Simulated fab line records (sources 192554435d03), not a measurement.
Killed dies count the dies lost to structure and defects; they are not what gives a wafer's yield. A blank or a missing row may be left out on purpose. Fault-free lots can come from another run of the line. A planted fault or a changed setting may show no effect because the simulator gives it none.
Matching of chambers ; flow n5Finfet ; pecvd-02 running N5_FIN_SAQP_PECVD_47: 3 sister chambers
The step deposits a-Si from SiH4/He, target thk 45 nm, time 36.3 s. 3 wafers are shown with their chamber, then 8 later ones without.

## WAFERS WITH THEIR CHAMBER
wafer;chamber;throttleValvePct (%)
L082.5;2;16.4
L085.6;0;19.4
L088.1;1;18.6

## WAFERS MISSING THEIR CHAMBER
wafer;throttleValvePct (%)
L088.3;19.8
L088.6;18.3
L091.2;18.5
L091.4;18.3
L091.6;16.5
L095.2;19.4
L095.3;18.7
L095.6;18.4

## WHICH CHAMBER EACH WENT THROUGH
wafer;from the rows above;in truth
L088.3;0;0
L088.6;1;1
L091.2;1;1
L091.4;1;1
L091.6;2;2
L095.2;0;0
L095.3;1;1
L095.6;1;1
8 of 8 placed correctly. From these rows, 0 cannot be placed. Placed wrongly: 0.
How it was worked out, from the rows above alone: a wafer's distance from a chamber is the root of the sum, over the readings, of the square of ((its reading less the chamber's mean) divided by the reading's scatter). If the next closest chamber is less than 2 further off than the closest, the wafer can't be placed; otherwise it belongs to the closest. Each chamber's mean is taken over the wafers shown for it. The scatter: with one shown wafer a chamber, the root of the mean of the squares of how far each hidden wafer lies from its nearest shown one.
